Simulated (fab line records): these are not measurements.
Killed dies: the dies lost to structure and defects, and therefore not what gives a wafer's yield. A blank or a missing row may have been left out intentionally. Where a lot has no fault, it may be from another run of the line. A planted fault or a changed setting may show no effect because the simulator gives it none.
Matching of chambers || flow n5-finfet || 3 sister chambers for N5_PASSIVATION_PECVD_00 on pecvd-04
The step deposits SiO2 from SiH4/N2O, target thk 200 nm, time 11.2 s. 6 wafers are shown with their chamber, then 8 later ones without.

EACH WAFER AND ITS CHAMBER
{"wafer": "L085.2", "chamber": 0, "showerhead-plenum-p-Torr (Torr)": 8.38, "throttle-valve-pct (%)": 53}
{"wafer": "L085.4", "chamber": 1, "showerhead-plenum-p-Torr (Torr)": 8.19, "throttle-valve-pct (%)": 64}
{"wafer": "L093.3", "chamber": 2, "showerhead-plenum-p-Torr (Torr)": 7.95, "throttle-valve-pct (%)": 51}
{"wafer": "L093.4", "chamber": 2, "showerhead-plenum-p-Torr (Torr)": 7.95, "throttle-valve-pct (%)": 51}
{"wafer": "L093.6", "chamber": 1, "showerhead-plenum-p-Torr (Torr)": 8.15, "throttle-valve-pct (%)": 49}
{"wafer": "L092.1", "chamber": 0, "showerhead-plenum-p-Torr (Torr)": 8.38, "throttle-valve-pct (%)": 53}

WAFERS MISSING THEIR CHAMBER
{"wafer": "L092.3", "showerhead-plenum-p-Torr (Torr)": 8.16, "throttle-valve-pct (%)": 49}
{"wafer": "L092.5", "showerhead-plenum-p-Torr (Torr)": 8.15, "throttle-valve-pct (%)": 49}
{"wafer": "L094.4", "showerhead-plenum-p-Torr (Torr)": 7.97, "throttle-valve-pct (%)": 51}
{"wafer": "L094.5", "showerhead-plenum-p-Torr (Torr)": 8.38, "throttle-valve-pct (%)": 53}
{"wafer": "L094.6", "showerhead-plenum-p-Torr (Torr)": 8.16, "throttle-valve-pct (%)": 50}
{"wafer": "L096.2", "showerhead-plenum-p-Torr (Torr)": 7.97, "throttle-valve-pct (%)": 52}
{"wafer": "L096.3", "showerhead-plenum-p-Torr (Torr)": 8.39, "throttle-valve-pct (%)": 53}
{"wafer": "L096.4", "showerhead-plenum-p-Torr (Torr)": 8.19, "throttle-valve-pct (%)": 50}

EACH ONE'S CHAMBER
{"wafer": "L092.3", "from the rows above": 1, "in truth": 1}
{"wafer": "L092.5", "from the rows above": 1, "in truth": 1}
{"wafer": "L094.4", "from the rows above": 2, "in truth": 2}
{"wafer": "L094.5", "from the rows above": 0, "in truth": 0}
{"wafer": "L094.6", "from the rows above": 1, "in truth": 1}
{"wafer": "L096.2", "from the rows above": 2, "in truth": 2}
{"wafer": "L096.3", "from the rows above": 0, "in truth": 0}
{"wafer": "L096.4", "from the rows above": 1, "in truth": 1}
Correct placement for 8 of the 8. Left unplaced by these rows: 0. Number placed wrongly: 0.
How it was worked out, from the rows above alone: a wafer's distance from a chamber is the root of the sum, over the readings, of the square of ((its reading less the chamber's mean) divided by the reading's scatter). The wafer belongs to the nearest chamber; if the next one is less than 2 further off, it can't be placed. The mean given for a chamber averages the wafers shown for that chamber. The scatter: take each reading less its chamber's mean, square it, sum over the shown wafers, divide by the number of wafers less the number of chambers, and take the root.
